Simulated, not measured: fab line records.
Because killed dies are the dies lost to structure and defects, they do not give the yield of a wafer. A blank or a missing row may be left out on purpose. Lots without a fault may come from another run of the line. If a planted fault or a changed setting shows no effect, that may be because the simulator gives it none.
Matching of chambers -- flow nandHarc -- cmp-01 running NHARC_A_DECK1_JOINT_CMP_13: 4 sister chambers
The step polishes, target thk 51.023 nm. 4 wafers are shown with their chamber, then 7 later ones without.

## WAFERS PAIRED WITH THEIR CHAMBERS
wafer,chamber,motorCurrentA (A)
L934.5,1,11.2
L937.1,0,13.1
L945.1,3,13.1
L945.2,2,11.2

## WAFERS WITHOUT THEIR CHAMBER
wafer,motorCurrentA (A)
L945.3,11.2
L952.1,11.3
L952.4,13.0
L952.5,13.2
L954.3,11.2
L954.4,11.5
L954.6,12.0

## WHICH CHAMBER EACH WENT THROUGH
wafer,from the rows above,in truth
L945.3,can't be placed: 1 or 2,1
L952.1,can't be placed: 1 or 2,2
L952.4,can't be placed: 0 or 3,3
L952.5,can't be placed: 0 or 3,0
L954.3,can't be placed: 1 or 2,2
L954.4,can't be placed: 1 or 2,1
L954.6,can't be placed: 1 or 2 or 0 or 3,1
Placed correctly: 0 of 7. From these rows, 7 cannot be placed; in 7 the true chamber is one of the candidates. 0 placed wrongly.
How it was worked out, from the rows above alone: a wafer's distance from a chamber is the root of the sum, over the readings, of the square of ((its reading less the chamber's mean) divided by the reading's scatter). The wafer belongs to the nearest chamber; if the next one is less than 2 further off, it can't be placed. For every chamber, the mean is computed from those of its wafers that are shown. The scatter (one wafer shown for each chamber): square how far every hidden wafer sits from the nearest shown wafer, average those squares and take the square root.
